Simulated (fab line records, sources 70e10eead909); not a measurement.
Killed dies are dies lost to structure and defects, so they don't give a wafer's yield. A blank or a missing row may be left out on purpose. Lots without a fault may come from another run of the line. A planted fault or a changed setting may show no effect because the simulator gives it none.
Which tool did it? | flow nand_harc | 12 lots, 36 wafers sampled, at 6 steps of a route of 1302

WHAT THE GAUGES READ, wafer by wafer
NHARC_P_STI_INSPECT_11. Usual: raw_defect_count 5.4, standard deviation 2.6.
lot  | measured     | on                | raw_defect_count | flag
L408 | day 2 19:15  | defect_inspect-01 | 1 2 2            |
L410 | day 3 17:27  | defect_inspect-01 | 3 5 5            |
L412 | day 4 12:41  | defect_inspect-01 | 4 3 6            |
L415 | day 5 17:10  | defect_inspect-02 | 3 7 6            |
L416 | day 6 04:17  | defect_inspect-02 | 5 4 9            |
L417 | day 6 12:13  | defect_inspect-02 | 442 420 437      | OFF
L418 | day 7 01:51  | defect_inspect-01 | 432 427 450      | OFF
L427 | day 10 20:36 | defect_inspect-02 | 4 4 6            |
L428 | day 11 09:11 | defect_inspect-01 | 5 5 2            |
L429 | day 11 17:32 | defect_inspect-01 | 6 6 7            |
L430 | day 11 22:17 | defect_inspect-02 | 1 3 5            |
L431 | day 12 08:05 | defect_inspect-02 | 8 6 4            |

NHARC_END_SORT_01. Usual: killed_at_array 50, standard deviation 17; killed_at_other 0.7, standard deviation 1; killed_at_periphery 3.4, standard deviation 2.4; killed_dies 54, standard deviation 17; killed_open 3.3, standard deviation 1.7; killed_short 2.5, standard deviation 1.6.
lot  | measured     | on        | killed_at_array | killed_at_other | killed_at_periphery | killed_dies | killed_open | killed_short | flag
L417 | day 28 16:52 | prober-02 | 35 48 39        | 0 0 0           | 287 300 297         | 322 348 336 | 3 1 0       | 2 2 1        | OFF
L418 | day 29 01:23 | prober-01 | 37 27 32        | 0 0 0           | 293 306 296         | 330 333 328 | 3 0 2       | 1 2 0        | OFF

WHICH TOOL RAN EACH LOT (tool, then ch and the chambers of the sampled wafers, then the start)
lot  | NHARC_P_STI_OXIDE_29          | NHARC_P_STI_CMP_21            | NHARC_P_GATE_DESCUM_93             | NHARC_P_GATE_DEGAS_109
L408 | furnace-03 ch 0, day 2 07:28  | cmp-01 ch 0,1,2, day 3 14:00  | rie_diel-13 ch 1,2,3, day 5 13:26  | pvd_sputter-03, day 5 15:23
L410 | furnace-03 ch 0, day 3 04:27  | cmp-02 ch 0,2,3, day 4 15:55  | rie_diel-13 ch 1,2,3, day 6 19:39  | pvd_sputter-02, day 6 21:36
L412 | furnace-03 ch 0, day 3 23:40  | cmp-01 ch 1,2,3, day 5 06:11  | rie_diel-09 ch 0,2, day 7 20:56    | pvd_sputter-03, day 7 23:02
L415 | furnace-01 ch 0, day 5 05:49  | cmp-04 ch 2,3, day 6 11:24    | rie_diel-02 ch 0,1, day 8 13:38    | pvd_sputter-01, day 8 15:37
L416 | furnace-01 ch 0, day 5 16:54  | cmp-02 ch 2,3, day 7 01:32    | rie_diel-13 ch 1,2, day 9 08:08    | pvd_sputter-01, day 9 10:07
L417 | furnace-01 ch 0, day 6 00:52  | cmp-01 ch 0,1,3, day 7 09:01  | rie_diel-09 ch 0,1,2, day 9 07:05  | pvd_sputter-02, day 9 09:01
L418 | furnace-01 ch 0, day 6 14:30  | cmp-02 ch 1,2,3, day 7 21:50  | rie_diel-09 ch 0,2,3, day 10 04:58 | pvd_sputter-01, day 10 06:56
L427 | furnace-02 ch 0, day 10 09:13 | cmp-01 ch 1,2,3, day 11 20:11 | rie_diel-02 ch 0,1,2, day 13 22:14 | pvd_sputter-02, day 14 00:11
L428 | furnace-02 ch 0, day 10 20:08 | cmp-04 ch 0,1,2, day 12 05:16 | rie_diel-13 ch 0,2,3, day 14 09:17 | pvd_sputter-03, day 14 11:13
L429 | furnace-01 ch 0, day 11 06:08 | cmp-01 ch 0,2,3, day 12 15:51 | rie_diel-09 ch 1,2, day 14 17:53   | pvd_sputter-02, day 14 19:50
L430 | furnace-01 ch 0, day 11 10:52 | cmp-02 ch 2,3, day 12 15:48   | rie_diel-13 ch 0,1, day 14 17:06   | pvd_sputter-03, day 14 19:04
L431 | furnace-01 ch 0, day 11 20:52 | cmp-04 ch 0,1, day 13 05:00   | rie_diel-02 ch 0,2,3, day 15 03:45 | pvd_sputter-01, day 15 07:18
- NHARC_P_STI_OXIDE_29: material SiO2, target thk 10 nm, ox time 1362 s.
- NHARC_P_STI_CMP_21: polishes, t overpolish 20 s, target thk 380.67 nm.
- NHARC_P_GATE_DESCUM_93: chemistry O2, time 3 s.
- NHARC_P_GATE_DEGAS_109: time 60 s.

WHAT THE TOOLS THEMSELVES READ (means of the sampled wafers that have a number; where no wafer has one, the mark that the record gives instead)
NHARC_P_STI_OXIDE_29. Usual: spike_tc_centre_C 900.8 C, standard deviation 1.1; spike_tc_top_C 908.1 C, standard deviation 1.4.
lot  | tool       | spike_tc_centre_C (C) | spike_tc_top_C (C) | flag
L408 | furnace-03 | 901.2                 | 910.7              |
L410 | furnace-03 | 900.5                 | 911.2              |
L412 | furnace-03 | 900.1                 | 909.7              |
L415 | furnace-01 | 901.6                 | 906.8              |
L416 | furnace-01 | 900.3                 | 907.8              |
L417 | furnace-01 | 901.0                 | 907.7              |
L418 | furnace-01 | 901.2                 | 907.6              |
L427 | furnace-02 | 900.6                 | 907.2              |
L428 | furnace-02 | 900.2                 | 907.3              |
L429 | furnace-01 | 900.8                 | 908.0              |
L430 | furnace-01 | 902.3                 | 907.8              |
L431 | furnace-01 | 901.3                 | 907.0              |

NHARC_P_STI_CMP_21. Usual: motor_current_A 12.4 A, standard deviation 1.3; overpolish_run_s 20.000 s, standard deviation 0.0085.
lot  | tool   | motor_current_A (A) | overpolish_run_s (s) | flag
L408 | cmp-01 | 12.1                | 19.995               |
L410 | cmp-02 | 11.5                | 19.999               |
L412 | cmp-01 | 12.6                | 19.998               |
L415 | cmp-04 | 13.3                | 19.998               |
L416 | cmp-02 | 12.0                | 19.999               |
L417 | cmp-01 | 12.5                | 19.999               |
L418 | cmp-02 | 12.0                | 19.999               |
L427 | cmp-01 | 12.9                | 20.002               |
L428 | cmp-04 | 13.5                | 20.004               |
L429 | cmp-01 | 11.4                | 20.004               |
L430 | cmp-02 | 12.0                | 19.995               |
L431 | cmp-04 | 13.3                | 20.004               |

NHARC_P_GATE_DESCUM_93. Usual: drypump_motor_current_A 5.6 A, standard deviation 0.49; oes_product_au 1.000 a.u., standard deviation 0.0084; rf_vpp_V 57.7 V, standard deviation 0.85; showerhead_plenum_p_Torr 1.90 Torr, standard deviation 0.061; throttle_valve_pct 11.312 %, standard deviation 0.0097.
lot  | tool        | drypump_motor_current_A (A) | oes_product_au (a.u.) | rf_vpp_V (V) | showerhead_plenum_p_Torr (Torr) | throttle_valve_pct (%) | flag
L408 | rie_diel-13 | 5.7                         | 1.007                 | 57.5         | 1.87                            | 11.307                 |
L410 | rie_diel-13 | 5.8                         | 1.003                 | 57.8         | 1.86                            | 11.322                 |
L412 | rie_diel-09 | 5.0                         | 1.012                 | 58.4         | 1.95                            | 11.318                 |
L415 | rie_diel-02 | 5.7                         | 1.008                 | 57.9         | 1.92                            | 11.309                 |
L416 | rie_diel-13 | 5.3                         | 1.009                 | 57.7         | 1.83                            | 11.309                 |
L417 | rie_diel-09 | 5.5                         | 1.003                 | 58.2         | 1.95                            | 11.313                 |
L418 | rie_diel-09 | 5.3                         | 1.000                 | 57.0         | 1.93                            | 11.314                 |
L427 | rie_diel-02 | 5.6                         | 1.001                 | 57.1         | 1.86                            | 11.310                 |
L428 | rie_diel-13 | 6.1                         | 1.004                 | 57.7         | 1.87                            | 11.313                 |
L429 | rie_diel-09 | 5.5                         | 0.994                 | 57.8         | 1.92                            | 11.312                 |
L430 | rie_diel-13 | 5.2                         | 0.998                 | 57.1         | 1.84                            | 11.314                 |
L431 | rie_diel-02 | 5.6                         | 0.996                 | 57.4         | 1.91                            | 11.315                 |

NHARC_P_GATE_DEGAS_109. Usual: heater_power_w 475 W, standard deviation 53.
lot  | tool           | heater_power_w (W) | flag
L408 | pvd_sputter-03 | 421                |
L410 | pvd_sputter-02 | 460                |
L412 | pvd_sputter-03 | 425                |
L415 | pvd_sputter-01 | 491                |
L416 | pvd_sputter-01 | 550                |
L417 | pvd_sputter-02 | 474                |
L418 | pvd_sputter-01 | 487                |
L427 | pvd_sputter-02 | 506                |
L428 | pvd_sputter-03 | 444                |
L429 | pvd_sputter-02 | 492                |
L430 | pvd_sputter-03 | 417                |
L431 | pvd_sputter-01 | 523                |

THE ANSWER, worked out from the rows above alone
Rule: a lot is off if the mean of its wafers that have a number lies more than 3 standard deviations from the usual mean. A lot without any number at a reading at which 4 lots or more have one is off too. The other lots that the step has rows for count as sound. The gauges are gone through in route order, then the tools' own readings, and for those a lot's mean is taken as printed above. The first step at which some lot is off is used, and at that step the reading that is off furthest; a lot without a number counts as furthest.
Off: L417, L418, at NHARC_P_STI_INSPECT_11 (raw_defect_count).
A tool fits if, at a process step before that reading, it ran every lot that is off, and no sound lot after the first of them. The gauges at NHARC_P_STI_INSPECT_11 aren't tried: what is off there is off at NHARC_END_SORT_01 too, on other tools, and a gauge's error can't cause that. None of those tried fits.

WHAT THE SIMULATOR HAD PUT IN
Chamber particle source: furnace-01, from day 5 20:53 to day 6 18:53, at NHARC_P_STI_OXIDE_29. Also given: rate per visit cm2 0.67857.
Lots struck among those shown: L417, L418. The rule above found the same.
